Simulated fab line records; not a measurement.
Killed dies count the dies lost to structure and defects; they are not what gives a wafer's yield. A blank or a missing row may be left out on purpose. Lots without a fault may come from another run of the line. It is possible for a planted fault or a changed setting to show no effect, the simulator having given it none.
Matching of chambers -- flow n5-finfet -- N5_BEOL_M0_SAQP_SPACER2_ETCHBACK_27 on rie-diel-05: 4 sister chambers
The step etches SiO2 in CHF3/O2, target depth 22.5 nm, time 11.25 s. 4 wafers are shown with their chamber, then 9 later ones without.

EACH WAFER AND ITS CHAMBER
wafer,chamber,drypump-motor-current-A (A)
L080.4,0,6.0
L086.1,3,5.7
L085.3,2,5.2
L085.5,1,5.5

WAFERS WITHOUT THEIR CHAMBER
wafer,drypump-motor-current-A (A)
L087.2,5.2
L087.5,5.2
L087.6,5.5
L089.2,5.5
L089.3,5.2
L089.4,5.8
L090.1,5.2
L090.3,6.0
L090.4,5.5

EACH ONE'S CHAMBER
wafer,from the rows above,in truth
L087.2,2,2
L087.5,2,2
L087.6,1,1
L089.2,1,1
L089.3,2,2
L089.4,3,3
L090.1,2,2
L090.3,0,0
L090.4,1,1
Correctly placed: 9 of 9. Can't be placed from these rows: 0. Placed wrongly: 0.
How it was worked out, from the rows above alone: a wafer's distance from a chamber is the root of the sum, over the readings, of the square of ((its reading less the chamber's mean) divided by the reading's scatter). If the next closest chamber is less than 2 further off than the closest, the wafer can't be placed; otherwise it belongs to the closest. Each chamber's mean is taken over the wafers shown for it. The scatter (one wafer shown for each chamber): square how far every hidden wafer sits from the nearest shown wafer, average those squares and take the square root.
